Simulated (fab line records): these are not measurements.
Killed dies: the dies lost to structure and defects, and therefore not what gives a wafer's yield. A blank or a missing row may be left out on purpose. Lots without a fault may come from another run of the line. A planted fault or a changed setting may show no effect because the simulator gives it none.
The same fault as seen by 2 desks    flow n5-finfet    every desk sees just its own numbers, and what lay behind them comes last

== THE TOOL OWNER'S DESK: implanter-02 ==
N5_WELL_APT_IMPLANT_32, tool's own readings: per-lot mean of the sampled wafers with a number, covering each lot this tool ran. Marked OUT: a lot whose mean sits more than 4 standard deviations from the usual mean, which makes it out of limits; the brackets give that distance.
Columns: A = beam-energy-keV at N5_WELL_APT_IMPLANT_32, usual 49.999
lot   first seen here  A
L982  day 1 15:10      50.019
L988  day 3 03:43      49.977
L989  day 3 09:25      49.980
L992  day 4 03:32      49.994
L994  day 4 15:41      50.005
L995  day 4 21:25      49.994
L997  day 5 09:33      76.903 (+99 or more) OUT
L999  day 5 21:23      76.925 (+99 or more) OUT
This desk finds L997, L999 out of limits, L997 being first, at day 5 09:33 (beam-energy-keV at N5_WELL_APT_IMPLANT_32). In limits: L982, L988, L989, L992, L994, L995.

== THE DEFECT DESK ==
For each lot, the counts of the inspections along the route, averaged over the sampled wafers that have a number. Marked OUT: a lot whose mean sits more than 4 standard deviations from the usual mean, which makes it out of limits; the brackets give that distance.
Columns: A = raw-defect-count at N5_START_INSPECT_01, usual 5.4; B = raw-defect-count at N5_WELL_APT_INSPECT_27, usual 2.2
lot   first seen here  A    B
L982  day 1 12:02      5.5  2.5
L986  day 2 12:02      7.3  1.0
L987  day 2 18:02      7.3  2.0
L988  day 3 00:02      5.0  1.7
L989  day 3 06:02      5.3  2.3
L991  day 3 18:02      6.0  1.7
L992  day 4 00:02      5.3  4.7
L993  day 4 06:02      4.0  2.7
L994  day 4 12:02      3.0  2.3
L995  day 4 18:02      4.3  3.3
L997  day 5 06:02      6.7  3.7
L998  day 5 12:02      6.3  1.7
L999  day 5 18:02      6.3  3.3
This desk found nothing out of limits on any of the 13 lots.

== TAKEN TOGETHER ==
The tool owner's desk had the chance to raise an alarm at day 5 09:33 on L997, L999.
The defect desk saw nothing out of limits.
The defect desk has L997, L999 on record, within its limits.
Of the lots named, all ran N5_WELL_APT_IMPLANT_32 on implanter-02.

== WHAT THE SIMULATOR PUT IN ==
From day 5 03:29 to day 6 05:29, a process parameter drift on implanter-02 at N5_WELL_APT_IMPLANT_32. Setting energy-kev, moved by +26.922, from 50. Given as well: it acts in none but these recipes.
Shown lots that were struck: L997, L999.
How many hours passed from the start of the fault until each desk's first out-of-limits reading: the tool owner's desk, 6.
